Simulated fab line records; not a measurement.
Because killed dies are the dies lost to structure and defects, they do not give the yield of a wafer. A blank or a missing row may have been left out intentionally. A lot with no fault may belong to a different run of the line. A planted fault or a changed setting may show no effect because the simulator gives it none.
Lot-split experiment ; flow n5_finfet ; 7 lots, 21 wafers read, on a route of 1938 steps

THE SPLIT ITSELF
At N5_BEOL_M2_TRENCH_ETCH_37 (etches SiOC in C4F6/O2, target depth 55.555 nm, time 29.2 s), the setting time_s was moved away from the recipe's 29.2 s on 6 of the 21 wafers read, by -19.2% to +20.3%. The other wafers ran this setting at the recipe's value.

FROM THE SPLIT TO THE READING: what the file shows between them, 14 steps
- N5_BEOL_M2_ETCH_41: etches SiCN in CH3F/O2, target depth 29.9 nm, time 52.5 s
- N5_BEOL_M2_STRIP_97: strips in N2/H2, time 10 s
- N5_BEOL_M2_OCD_MEAS_38
- N5_BEOL_M2_ALD_84: deposits TaN, pulse time 2 s, purge time 3 s, co reactant purge time 2 s (also split here: ald_cycles)
- N5_BEOL_M2_SURFACE_TREAT_85
- N5_BEOL_M2_CVD_47: deposits Co from CCTBA/H2, target thk 3 nm, time 223.8 s
- N5_BEOL_M2_ECD_50: material Cu, target thk 300 nm
- N5_BEOL_M2_ANNEAL_51: time 90 s
- N5_BEOL_M2_CMP_52: polishes, stops on SiOC, t overpolish 6.8 s, target thk 40 nm
- N5_BEOL_M2_THK_MEAS_53: measures by xrf
- N5_BEOL_M2_PRE_CLEAN_60: time 15 s
- N5_BEOL_M2_CO_CAP_55: material Co, precursor CCTBA/H2, target thk 2 nm, time 102.1 s
- N5_BEOL_M2_PRE_CLEAN_56: time 15 s
- N5_BEOL_M2_DEP_57: deposits SiCN from 3MS/NH3, target thk 8 nm, time 14 s

THE READING
M2_RS (ohm/sq), read at N5_BEOL_M2_RS_MEAS_58 with a four-point probe. On this fab line, fault-free wafers typically give 0.65 ohm/sq with a standard deviation of 0.036 ohm/sq.

wafer;tool, chamber at the split;time_s as run, s;against the recipe;M2_RS, ohm/sq;against lot-mates on the recipe
L079.3;rie_diel-06, 3;29.2;recipe;0.59;-
L079.5;rie_diel-06, 1;29.2;recipe;0.68;-
L079.6;rie_diel-06, 0;29.2;recipe;0.71;-
L085.2;rie_diel-03, 2;29.2;recipe;0.70;-
L085.5;rie_diel-03, 2;29.2;recipe;0.66;-
L085.6;rie_diel-03, 3;29.2;recipe;0.68;-
L084.1;rie_diel-06, 1;29.2;recipe;0.61;-
L084.2;rie_diel-06, 2;29.2;recipe;0.61;-
L084.6;rie_diel-06, 3;27.4;-6.2%;0.64;+0.03
L091.1;rie_diel-02, 3;35.13;+20.3%;0.50;-0.15
L091.4;rie_diel-02, 0;35.13;+20.3%;0.49;-0.16
L091.5;rie_diel-02, 1;29.2;recipe;0.65;-
L092.3;rie_diel-03, 2;29.2;recipe;0.66;-
L092.4;rie_diel-03, 0;29.2;recipe;0.70;-
L092.5;rie_diel-03, 2;34.79;+19.1%;0.51;-0.17
L096.2;rie_diel-06, 2;29.2;recipe;0.64;-
L096.3;rie_diel-06, 1;29.2;recipe;0.70;-
L096.4;rie_diel-06, 3;23.58;-19.2%;0.93;+0.26
L097.1;rie_diel-03, 1;29.2;recipe;0.63;-
L097.2;rie_diel-03, 0;29.2;recipe;0.66;-
L097.4;rie_diel-03, 3;24.72;-15.3%;0.83;+0.18

FIT RESULTS
A straight line over all 21 wafers: M2_RS changes by -0.00945 ohm/sq for each +1% of time_s; r = -0.90; the points scatter about the line by 0.043 ohm/sq.
The same after taking each lot's own level away (the mean of its wafers on the recipe; 21 wafers): -0.00967 ohm/sq for each +1%; r = -0.94; scatter 0.034 ohm/sq.
On that fit, the largest move of time_s shifts the reading by 0.2 ohm/sq.
Measured against the standard deviation above, the lots' own levels, which go from 0.610 to 0.680 ohm/sq, span 1.9 times it.
The two slopes agree, so the slope changes little with the lot-to-lot level.
Check: -0.201 ohm/sq against its lot-mates is what the line predicts for one of the wafers moved furthest among these (+20.3%) when that wafer is left out of the fit. It came out at -0.15 ohm/sq against them.

FURTHER SPLITS ON THESE WAFERS
Other splits were also applied to these wafers ahead of the reading. Each is held against what the fit with the lots' levels taken away leaves over:
other split on the same wafers;wafers away from the commonest value;r with M2_RS (lot level and that fit taken away)
N5_MOL_CONTACT_COAG_VIA_ETCH_46 bias_w;8;-0.26
N5_BEOL_M0_SAQP_ILD_DEP_01 time_s;6;-0.14
N5_BEOL_M0_SAQP_PECVD_96 time_s;8;-0.31
N5_BEOL_M0_SAQP_ETCH_84 time_s;9;-0.14
N5_BEOL_M0_SAQP_MANDREL_ETCH_20 bias_w;9;+0.36
N5_BEOL_M1_ILD_DEP_00 time_s;8;-0.15
N5_BEOL_M2_ALD_84 ald_cycles;9;+0.03

THE WHOLE CHAIN: every reading that the file lists as answering this split, in the file's order
step;what it does;reading;change (the file's fit);r (the file's)
N5_BEOL_M2_TRENCH_ETCH_37;etches SiOC in C4F6/O2, target depth 55.555 nm, time 29.2 s;etch.depth_nm (the simulator's own value, which no gauge read);+0.524 nm for each +1% of the setting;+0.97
N5_BEOL_M2_TRENCH_ETCH_37;etches SiOC in C4F6/O2, target depth 55.555 nm, time 29.2 s;BEOL_M2.feature_depth_nm (the simulator's own value, which no gauge read);+0.523 nm for each +1% of the setting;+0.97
N5_BEOL_M2_OCD_MEAS_38;;trench_depth_nm;+0.513 nm for each +1% of the setting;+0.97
N5_BEOL_M2_CMP_52;polishes, stops on SiOC, t overpolish 6.8 s, target thk 40 nm;Cu_of_BEOL_M2_ECD_50.thk_nm (the simulator's own value, which no gauge read);+0.489 nm for each +1% of the setting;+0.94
N5_BEOL_M2_THK_MEAS_53;measures by xrf;M2_THK;+0.509 for each +1% of the setting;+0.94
N5_BEOL_M2_RS_MEAS_58;measures by four-point-probe;M2_RS;-0.0104 for each +1% of the setting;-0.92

FILE'S OWN FIT
M2_RS changes by -0.0104 ohm/sq for each +1% of time_s, r = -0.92.
